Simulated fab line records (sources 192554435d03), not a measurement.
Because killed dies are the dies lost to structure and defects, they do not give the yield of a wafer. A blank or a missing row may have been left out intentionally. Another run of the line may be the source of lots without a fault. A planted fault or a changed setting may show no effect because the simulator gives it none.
A single fault, viewed from 2 desks / flow n5_finfet / each desk holds nothing but its own numbers, with what lay behind them at the end

## METROLOGY DESK
Means of the sampled wafers that have a number, per lot and without regard to the tool the lot ran on: this is what the gauges read. Any lot whose mean is over 4 standard deviations away from the usual mean is out of limits and marked OUT; that distance is given in the brackets. 7 of its 10 readings are shown, namely those furthest out on some lot.
Columns: A = DIBL_P at N5_BEOL_M4_RC_MEAS_101, usual 36.3 mV/V; B = IOFF_P at N5_BEOL_M4_RC_MEAS_101, usual 0.208 nA/um; C = ION_N at N5_BEOL_M4_RC_MEAS_101, usual 672 uA/um; D = ION_P at N5_BEOL_M4_RC_MEAS_101, usual 462 uA/um; E = SS_N at N5_BEOL_M4_RC_MEAS_101, usual 71.5 mV/dec; F = VT_N at N5_BEOL_M4_RC_MEAS_101, usual 250.4 mV; G = VT_P at N5_BEOL_M4_RC_MEAS_101, usual -250.5 mV
lot=L654; first seen here=day 9 19:38; A=37.4; B=0.206; C=664; D=457; E=71.4; F=251.4; G=-251.8
lot=L658; first seen here=day 10 11:12; A=37.6; B=0.206; C=682; D=465; E=71.6; F=249.4; G=-249.7
lot=L659; first seen here=day 10 20:38; A=34.7; B=0.207; C=668; D=464; E=71.4; F=251.8; G=-246.3
lot=L660; first seen here=day 11 03:49; A=34.1; B=0.186; C=658; D=459; E=70.9; F=254.4; G=-252.3
lot=L661; first seen here=day 11 11:40; A=34.0; B=0.188; C=665; D=453; E=71.4; F=253.8; G=-252.7
lot=L662; first seen here=day 12 10:47; A=35.9; B=0.189; C=659; D=452; E=71.4; F=252.0; G=-252.1
lot=L666; first seen here=day 12 15:29; A=35.7; B=0.168; C=665; D=456; E=71.3; F=252.8; G=-255.2
lot=L665; first seen here=day 12 15:55; A=37.7; B=0.213; C=675; D=458; E=71.3; F=252.6; G=-251.3
lot=L667; first seen here=day 13 17:09; A=36.0; B=0.203; C=672; D=458; E=71.7; F=251.1; G=-249.2
lot=L670; first seen here=day 14 01:29; A=37.5; B=0.212; C=685; D=465; E=71.6; F=248.8; G=-249.4
lot=L672; first seen here=day 15 00:24; A=35.0; B=0.197; C=680; D=468; E=70.7; F=249.9; G=-249.6
Result from this desk: across the 11 lots, nothing is out of limits.

## FOR THE TOOL OWNER'S DESK: ald_metal-03
The tool's own readings at N5_BEOL_M2_ALD_84 (deposits TaN, pulse time 2 s, purge time 3 s, co reactant purge time 2 s): means of the sampled wafers that have a number, for each lot that ran on this tool. Any lot whose mean is over 4 standard deviations away from the usual mean is out of limits and marked OUT; that distance is given in the brackets.
Columns: A = heater_power_w at N5_BEOL_M2_ALD_84, usual 411 W
lot=L661; first seen here=day 10 10:25; A=424
lot=L662; first seen here=day 10 15:14; A=397
lot=L666; first seen here=day 11 17:11; A=410
lot=L667; first seen here=day 12 03:44; A=416
lot=L670; first seen here=day 12 08:12; A=435
Result from this desk: across the 5 lots, nothing is out of limits.

## TAKEN TOGETHER
Metrology desk: nothing out of limits seen.
Nothing out of limits was seen by the tool owner's desk.

## WHAT THE SIMULATOR HAD INSERTED
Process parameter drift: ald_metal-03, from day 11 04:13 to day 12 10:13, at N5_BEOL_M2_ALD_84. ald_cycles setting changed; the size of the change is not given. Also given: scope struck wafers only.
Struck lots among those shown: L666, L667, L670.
